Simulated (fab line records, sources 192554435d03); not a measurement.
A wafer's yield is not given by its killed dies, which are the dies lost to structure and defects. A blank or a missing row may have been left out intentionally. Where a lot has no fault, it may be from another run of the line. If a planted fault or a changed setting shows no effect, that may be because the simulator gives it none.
Lot-split experiment / flow n5-finfet / 7 lots, 21 wafers read, on a route of 1938 steps

## SPLIT DETAILS
At N5_SD_EPI_P_EPI_21 (deposits SiGe:B, time 355 s), the setting time-s was moved away from the recipe's 355 s on 3 of the 21 wafers read, by +5.4% to +19.4%. The other wafers ran this setting at the recipe's value.

## FROM THE SPLIT TO THE READING: what the file shows between them, 5 steps
- N5_SD_EPI_P_EPI_MEAS_23
- N5_SD_EPI_P_HM_STRIP_48: strips SiNx in H3PO4, material SiNx, target depth 3 nm
- N5_SD_EPI_P_SRD_49: time 30 s
- N5_SD_ACTIVATION_RTA_00: time 0 s
- N5_SD_ACTIVATION_LSA_01: time 0.0008 s

## THE READING
RS_SD_P (ohm/sq), read at N5_SD_ACTIVATION_RS_MEAS_03 with a four-point probe. Fault-free wafers of this fab line usually give 56.0 ohm/sq, standard deviation 0.78 ohm/sq.

wafer=L075.2; tool, chamber at the split=epi-rpcvd-02, 0; time-s as run, s=355; against the recipe=recipe; RS_SD_P, ohm/sq=56.0; against lot-mates on the recipe=-
wafer=L075.3; tool, chamber at the split=epi-rpcvd-02, 0; time-s as run, s=355; against the recipe=recipe; RS_SD_P, ohm/sq=55.7; against lot-mates on the recipe=-
wafer=L075.5; tool, chamber at the split=epi-rpcvd-02, 0; time-s as run, s=355; against the recipe=recipe; RS_SD_P, ohm/sq=56.8; against lot-mates on the recipe=-
wafer=L080.1; tool, chamber at the split=epi-rpcvd-01, 0; time-s as run, s=355; against the recipe=recipe; RS_SD_P, ohm/sq=55.7; against lot-mates on the recipe=-
wafer=L080.3; tool, chamber at the split=epi-rpcvd-01, 0; time-s as run, s=355; against the recipe=recipe; RS_SD_P, ohm/sq=56.0; against lot-mates on the recipe=-
wafer=L080.5; tool, chamber at the split=epi-rpcvd-01, 0; time-s as run, s=355; against the recipe=recipe; RS_SD_P, ohm/sq=56.2; against lot-mates on the recipe=-
wafer=L084.1; tool, chamber at the split=epi-rpcvd-02, 0; time-s as run, s=355; against the recipe=recipe; RS_SD_P, ohm/sq=57.1; against lot-mates on the recipe=-
wafer=L084.4; tool, chamber at the split=epi-rpcvd-02, 0; time-s as run, s=355; against the recipe=recipe; RS_SD_P, ohm/sq=56.7; against lot-mates on the recipe=-
wafer=L084.5; tool, chamber at the split=epi-rpcvd-02, 0; time-s as run, s=423.7; against the recipe=+19.4%; RS_SD_P, ohm/sq=50.2; against lot-mates on the recipe=-6.7
wafer=L091.1; tool, chamber at the split=epi-rpcvd-04, 0; time-s as run, s=355; against the recipe=recipe; RS_SD_P, ohm/sq=55.2; against lot-mates on the recipe=-
wafer=L091.3; tool, chamber at the split=epi-rpcvd-04, 0; time-s as run, s=355; against the recipe=recipe; RS_SD_P, ohm/sq=55.3; against lot-mates on the recipe=-
wafer=L091.5; tool, chamber at the split=epi-rpcvd-04, 0; time-s as run, s=355; against the recipe=recipe; RS_SD_P, ohm/sq=55.7; against lot-mates on the recipe=-
wafer=L095.2; tool, chamber at the split=epi-rpcvd-04, 0; time-s as run, s=383.1; against the recipe=+7.9%; RS_SD_P, ohm/sq=53.5; against lot-mates on the recipe=-3.1
wafer=L095.3; tool, chamber at the split=epi-rpcvd-04, 0; time-s as run, s=355; against the recipe=recipe; RS_SD_P, ohm/sq=56.3; against lot-mates on the recipe=-
wafer=L095.4; tool, chamber at the split=epi-rpcvd-04, 0; time-s as run, s=355; against the recipe=recipe; RS_SD_P, ohm/sq=56.9; against lot-mates on the recipe=-
wafer=L096.1; tool, chamber at the split=epi-rpcvd-02, 0; time-s as run, s=355; against the recipe=recipe; RS_SD_P, ohm/sq=56.5; against lot-mates on the recipe=-
wafer=L096.4; tool, chamber at the split=epi-rpcvd-02, 0; time-s as run, s=374.2; against the recipe=+5.4%; RS_SD_P, ohm/sq=54.3; against lot-mates on the recipe=-1.9
wafer=L096.5; tool, chamber at the split=epi-rpcvd-02, 0; time-s as run, s=355; against the recipe=recipe; RS_SD_P, ohm/sq=55.8; against lot-mates on the recipe=-
wafer=L097.1; tool, chamber at the split=epi-rpcvd-01, 0; time-s as run, s=355; against the recipe=recipe; RS_SD_P, ohm/sq=56.8; against lot-mates on the recipe=-
wafer=L097.2; tool, chamber at the split=epi-rpcvd-01, 0; time-s as run, s=355; against the recipe=recipe; RS_SD_P, ohm/sq=57.1; against lot-mates on the recipe=-
wafer=L097.6; tool, chamber at the split=epi-rpcvd-01, 0; time-s as run, s=355; against the recipe=recipe; RS_SD_P, ohm/sq=56.9; against lot-mates on the recipe=-

THE FIT
A straight line over all 21 wafers: RS_SD_P changes by -0.32 ohm/sq for each +1% of time-s; r = -0.93; the points scatter about the line by 0.59 ohm/sq.
The same after taking each lot's own level away (the mean of its wafers on the recipe; 21 wafers): -0.352 ohm/sq for each +1%; r = -0.98; scatter 0.29 ohm/sq.
According to that fit, moving time-s by its largest amount changes the reading by 6.8 ohm/sq.
From 55.40 to 56.93 ohm/sq: that is the span of the lots' own levels, equal to 2.0 times the standard deviation above.
The two slopes are in agreement: the lot-to-lot level therefore moves the slope only a little.
Check: -7.28 ohm/sq against its lot-mates is what the line predicts for one of the wafers moved furthest among these (+19.4%) when that wafer is left out of the fit. It came out at -6.7 ohm/sq against them.

## THE OTHER SPLITS THESE WAFERS WENT THROUGH
Before the reading, these wafers also passed through other splits. Each is held against what the fit with the lots' levels taken away leaves over:
other split on the same wafers=N5_FIN_SAQP_ALD_61 ald-cycles; wafers away from the commonest value=7; r with RS_SD_P (lot level and that fit taken away)=-0.11
other split on the same wafers=N5_FIN_SAQP_PECVD_06 time-s; wafers away from the commonest value=8; r with RS_SD_P (lot level and that fit taken away)=+0.33
other split on the same wafers=N5_FIN_CUT_CUT_ETCH_26 time-s; wafers away from the commonest value=6; r with RS_SD_P (lot level and that fit taken away)=+0.13
other split on the same wafers=N5_SD_EPI_N_ETCH_35 time-s; wafers away from the commonest value=9; r with RS_SD_P (lot level and that fit taken away)=-0.03

## THE WHOLE CHAIN: every reading that the file lists as answering this split, in the file's order
step=N5_SD_EPI_P_EPI_21; what it does=deposits SiGe:B, time 355 s; reading=SiGe-B_of_SD_EPI_P_EPI_21.thk-nm (the simulator's own value, which no gauge read); change (the file's fit)=+0.408 nm for each +1% of the setting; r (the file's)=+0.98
step=N5_SD_EPI_P_EPI_MEAS_23; what it does=; reading=thk-nm; change (the file's fit)=withheld for each +1% of the setting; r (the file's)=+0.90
step=N5_SD_ACTIVATION_RS_MEAS_03; what it does=measures by four-point-probe; reading=RS_SD_P; change (the file's fit)=-0.352 for each +1% of the setting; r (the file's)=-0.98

## FILE'S OWN FIT
RS_SD_P changes by -0.352 ohm/sq for each +1% of time-s, r = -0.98.
